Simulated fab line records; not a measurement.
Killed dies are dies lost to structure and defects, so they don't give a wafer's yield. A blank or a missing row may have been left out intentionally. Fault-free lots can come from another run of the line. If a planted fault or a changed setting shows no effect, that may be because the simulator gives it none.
What tool caused it? ; flow n5Finfet ; 12 lots with 34 wafers sampled at 6 steps, on a route of 1938 steps

== WHAT THE GAUGES SHOWED, per wafer ==
No reading from a measuring or inspecting step in the record can be judged against a usual standard deviation.

== TOOL THAT RAN EACH LOT (tool first, then ch and the chambers of the sampled wafers, then the start) ==
lot;N5_BEOL_M7_PRE_CLEAN_45;N5_BEOL_M7_SURFACE_TREAT_79;N5_BEOL_M7_SPUTTER_48;N5_BEOL_M7_ECD_50;N5_BEOL_M7_CMP_52;N5_PASSIVATION_PROBE_49
L743;pvdSputter-03, day 9 04:23;pvdSputter-01, day 9 04:46;pvdSputter-03, day 9 04:56;ecdCu-02 ch 0,1, day 9 05:04;cmp-02 ch 0,1,3, day 9 05:36;prober-01, day 12 10:28
L744;pvdSputter-01, day 9 13:53;pvdSputter-01, day 9 14:13;pvdSputter-02, day 9 15:49;ecdCu-01 ch 0,1, day 9 15:57;cmp-01 ch 1,2,3, day 9 16:34;prober-01, day 12 18:08
L748;pvdSputter-02, day 10 17:41;pvdSputter-03, day 10 18:02;pvdSputter-03, day 10 18:12;ecdCu-02 ch 0,1, day 10 18:19;cmp-02 ch 0,2,3, day 10 18:52;prober-01, day 13 21:59
L750;pvdSputter-02, day 11 07:07;pvdSputter-02, day 11 07:31;pvdSputter-02, day 11 07:48;ecdCu-02 ch 0,1, day 11 07:55;cmp-03 ch 1,2,3, day 11 08:21;prober-01, day 14 07:24
L754;pvdSputter-01, day 12 19:07;pvdSputter-01, day 12 19:53;pvdSputter-01, day 12 20:05;ecdCu-02 ch 0,1, day 12 20:12;cmp-03 ch 1,2,3, day 12 21:02;prober-02, day 15 23:11
L756;pvdSputter-02, day 13 03:43;pvdSputter-01, day 13 04:14;pvdSputter-01, day 13 04:43;ecdCu-02 ch 0,1, day 13 04:51;cmp-01 ch 2,3, day 13 05:16;prober-01, day 16 13:10
L753;pvdSputter-02, day 13 06:32;pvdSputter-01, day 13 07:10;pvdSputter-02, day 13 07:38;ecdCu-02 ch 0,1, day 13 07:47;cmp-03 ch 1,2,3, day 13 08:16;prober-02, day 16 12:58
L758;pvdSputter-01, day 14 01:36;pvdSputter-02, day 14 01:56;pvdSputter-01, day 14 02:14;ecdCu-01 ch 0,1, day 14 02:26;cmp-01 ch 0,1, day 14 03:25;prober-02, day 17 04:47
L757;pvdSputter-02, day 14 05:17;pvdSputter-03, day 14 05:49;pvdSputter-02, day 14 07:18;ecdCu-01 ch 0,1, day 14 07:25;cmp-02 ch 0,1, day 14 07:56;prober-02, day 17 09:19
L760;pvdSputter-01, day 14 07:32;pvdSputter-01, day 14 08:13;pvdSputter-02, day 14 08:24;ecdCu-02 ch 0,1, day 14 08:31;cmp-01 ch 1, day 14 08:58;prober-01, day 17 10:37
L759;pvdSputter-01, day 14 18:38;pvdSputter-03, day 14 19:04;pvdSputter-02, day 14 19:16;ecdCu-02 ch 1, day 14 19:23;cmp-03 ch 1,2, day 14 22:38;prober-01, day 18 01:50
L765;pvdSputter-01, day 15 04:19;pvdSputter-01, day 15 04:47;pvdSputter-01, day 15 05:02;ecdCu-01 ch 0,1, day 15 05:09;cmp-03 ch 1,2, day 15 05:35;prober-02, day 18 11:58
- N5_BEOL_M7_PRE_CLEAN_45: time 30 s.
- N5_BEOL_M7_SURFACE_TREAT_79
- N5_BEOL_M7_SPUTTER_48: material Cu, target thk 10 nm, time 1.667 s.
- N5_BEOL_M7_ECD_50: material Cu, target thk 300 nm.
- N5_BEOL_M7_CMP_52: polishes, stops on SiCOH lowk, t overpolish 6.9 s, target thk 80 nm.
- N5_PASSIVATION_PROBE_49

== WHAT THE TOOLS THEMSELVES READ (means of the sampled wafers that have a number; where no wafer has one, the mark that the record gives instead) ==
N5_BEOL_M7_PRE_CLEAN_45.
lot;tool;heaterPowerW (W)
L743;pvdSputter-03;325
L744;pvdSputter-01;297
L748;pvdSputter-02;346
L750;pvdSputter-02;358
L754;pvdSputter-01;350
L756;pvdSputter-02;329
L753;pvdSputter-02;356
L758;pvdSputter-01;297
L757;pvdSputter-02;359
L760;pvdSputter-01;390
L759;pvdSputter-01;298
L765;pvdSputter-01;327

N5_BEOL_M7_SPUTTER_48.
lot;tool;throttleValvePct (%)
L743;pvdSputter-03;30.1
L744;pvdSputter-02;30.6
L748;pvdSputter-03;30.0
L750;pvdSputter-02;30.6
L754;pvdSputter-01;30.0
L756;pvdSputter-01;30.8
L753;pvdSputter-02;29.5
L758;pvdSputter-01;30.3
L757;pvdSputter-02;30.6
L760;pvdSputter-02;28.3
L759;pvdSputter-02;28.9
L765;pvdSputter-01;30.5

N5_BEOL_M7_CMP_52.
lot;tool;motorCurrentA (A);timeToEndpointS (s)
L743;cmp-02;5.6;66
L744;cmp-01;6.1;64
L748;cmp-02;5.2;66
L750;cmp-03;5.5;63
L754;cmp-03;5.6;63
L756;cmp-01;6.3;68
L753;cmp-03;5.5;60
L758;cmp-01;6.6;65
L757;cmp-02;5.9;63
L760;cmp-01;5.9;46
L759;cmp-03;5.3;45
L765;cmp-03;5.2;61

N5_PASSIVATION_PROBE_49.
lot;tool;defectLimitedYield (%);killed_at_M0_to_M3;killed_at_M4_up;killedAtContacts;killedAtFrontEnd;killedAtOther;killedDies;killedOpen;killedShort;sort_bin_5_function (%);sort_bin_6_memory (%);sortNPass;sortYieldPct (%)
L743;prober-01;92.6;33;14;11;26;4.3;88;52;33;4.2;2.8;1092;92.6
L744;prober-01;91.8;38;13;5;37;2.0;96;59;34;5.0;2.9;1084;91.8
L748;prober-01;91.3;35;14;14;38;0.7;102;74;28;5.2;3.2;1078;91.3
L750;prober-01;92.4;28;14;11;37;1.0;90;61;29;4.2;3.1;1090;92.4
L754;prober-02;91.7;24;12;21;38;3.5;99;70;28;4.8;3.5;1081;91.7
L756;prober-01;90.8;24;10;18;51;5.5;108;78;30;5.8;3.2;1072;90.8
L753;prober-02;91.6;30;13;17;32;8.0;100;70;30;5.3;3.0;1080;91.6
L758;prober-02;90.7;31;10;18;45;4.7;109;68;40;5.3;3.7;1071;90.7
L757;prober-02;88.6;40;15;8;68;4.0;134;83;48;6.3;4.5;1046;88.6
L760;prober-01;89.7;37;10;16;58;1.0;122;79;42;6.3;3.6;1058;89.7
L759;prober-01;91.4;26;17;19;34;5.0;101;70;31;5.1;3.4;1079;91.4
L765;prober-02;92.1;36;12;10;34;0.7;93;66;26;4.6;3.1;1087;92.1

== THE ANSWER, worked out from the rows above alone ==
Rule: what is usual is taken from the lots themselves. Put in order of their means at a reading, lots are off if they are a third of the lots or fewer, leave a main group of 4 or more, and stand apart from it by a gap of 3 or more times the standard deviation of the main group's means; of several such gaps the widest counts. If all means in a main group match to the digits the tables above print for the reading, that group is not used. Also off: a lot with no number at a reading for which 4 or more lots have one. Any other lot the step has rows for is counted as sound. First the gauges in route order, then the tools' own readings, where a lot's mean is used as printed above. The first step at which some lot is off is used, and at that step the reading that is off furthest; a lot without a number counts as furthest.
Off: L760, L759, at N5_BEOL_M7_CMP_52 (timeToEndpointS). The main group: mean 64 s, standard deviation 2.3.
A tool fits if, at that step or a process step before it, it ran every lot that is off, and no sound lot after the first of them. Can't be told from this: 2 tools fit, pvdSputter-02 at N5_BEOL_M7_SPUTTER_48, ecdCu-02 at N5_BEOL_M7_ECD_50.

== WHAT THE SIMULATOR PUT IN ==
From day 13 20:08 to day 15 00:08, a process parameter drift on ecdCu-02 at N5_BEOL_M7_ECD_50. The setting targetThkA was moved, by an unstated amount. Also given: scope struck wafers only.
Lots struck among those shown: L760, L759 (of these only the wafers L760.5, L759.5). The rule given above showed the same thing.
